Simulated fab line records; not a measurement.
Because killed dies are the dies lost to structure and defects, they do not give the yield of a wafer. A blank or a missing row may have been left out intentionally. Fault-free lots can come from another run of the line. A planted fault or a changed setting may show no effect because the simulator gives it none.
Which of the tools did it? / flow n5-finfet / 10 lots, 30 wafers sampled, at 1 step of a route of 1938

== WHAT THE GAUGES SHOWED, per wafer ==
N5_SDB_CD_MEAS_11: the cd target is 50 nm.
lot=L608; measured=day 3 15:02; on=cd-sem-01; cd-nm (nm)=51.2 50.2 50.1
lot=L609; measured=day 3 23:23; on=cd-sem-03; cd-nm (nm)=48.9 50.3 50.2
lot=L610; measured=day 4 07:10; on=cd-sem-02; cd-nm (nm)=50.6 50.5 50.9
lot=L614; measured=day 5 08:02; on=cd-sem-01; cd-nm (nm)=49.6 49.0 50.4
lot=L617; measured=day 6 07:20; on=cd-sem-02; cd-nm (nm)=49.5 48.5 50.2
lot=L624; measured=day 8 02:26; on=cd-sem-01; cd-nm (nm)=50.0 49.8 50.1
lot=L625; measured=day 8 09:43; on=cd-sem-01; cd-nm (nm)=49.9 48.6 48.8
lot=L626; measured=day 8 09:52; on=cd-sem-03; cd-nm (nm)=49.6 50.4 49.9
lot=L628; measured=day 8 23:40; on=cd-sem-03; cd-nm (nm)=48.4 48.5 49.1
lot=L631; measured=day 9 17:25; on=cd-sem-01; cd-nm (nm)=50.6 49.9 50.6

== TOOL THAT RAN EACH LOT (tool first, then ch and the chambers of the sampled wafers, then the start) ==
There is no process step in the record ahead of these readings.

== THE ANSWER, worked out from the rows above alone ==
Rule: usual is defined by the lots themselves. The widest of any qualifying gaps counts: lots, ordered by their means at a reading, are off when they make up no more than a third of the lots, leave a main group of 4 or more, and stand apart from it by 3 or more times the standard deviation of that group's means. A main group whose means are all the same, to the digits that the tables above print for the reading, isn't used. A lot without any number at a reading at which 4 lots or more have one is off too. All remaining lots with rows at the step are treated as sound.
Across all readings shown, no lot is off: no conclusion can be drawn from this.

== WHAT THE SIMULATOR HAD PUT IN ==
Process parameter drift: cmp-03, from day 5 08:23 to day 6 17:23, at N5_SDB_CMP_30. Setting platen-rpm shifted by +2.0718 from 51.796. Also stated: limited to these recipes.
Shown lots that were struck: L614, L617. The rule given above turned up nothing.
